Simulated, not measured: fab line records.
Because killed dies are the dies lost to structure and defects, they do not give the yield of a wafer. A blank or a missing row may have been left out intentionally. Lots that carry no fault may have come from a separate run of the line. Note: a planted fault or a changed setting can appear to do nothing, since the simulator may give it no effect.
Matching of chambers    flow nand-harc    4 sister chambers for NHARC_HYBRID_BOND_ACTIVATE_00 on rie-diel-05
The step chemistry N2, time 60 s. 4 wafers are shown with their chamber, then 9 later ones without.

== EACH WAFER AND ITS CHAMBER ==
wafer   chamber  drypump-motor-current-A (A)
L232.5  2        6.2
L235.2  0        5.8
L235.3  3        6.4
L235.4  1        5.9

== WAFERS WITH NO CHAMBER GIVEN ==
wafer   drypump-motor-current-A (A)
L236.2  5.8
L236.3  5.9
L236.4  6.4
L244.1  6.2
L244.2  5.9
L244.6  5.8
L249.2  6.2
L249.3  6.3
L249.6  6.0

== THE CHAMBER EACH PASSED THROUGH ==
wafer   from the rows above      in truth
L236.2  0                        0
L236.3  1                        1
L236.4  3                        3
L244.1  2                        2
L244.2  1                        1
L244.6  0                        0
L249.2  2                        2
L249.3  can't be placed: 2 or 3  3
L249.6  1                        1
8 of 9 placed correctly. From these rows, 1 cannot be placed; in 1 the true chamber is one of the candidates. Number placed wrongly: 0.
How it was worked out, from the rows above alone: a wafer's distance from a chamber is the root of the sum, over the readings, of the square of ((its reading less the chamber's mean) divided by the reading's scatter). If the next closest chamber is less than 2 further off than the closest, the wafer can't be placed; otherwise it belongs to the closest. The mean given for a chamber averages the wafers shown for that chamber. The scatter: root of mean squared gap, hidden wafer to nearest shown wafer, with one shown wafer a chamber.
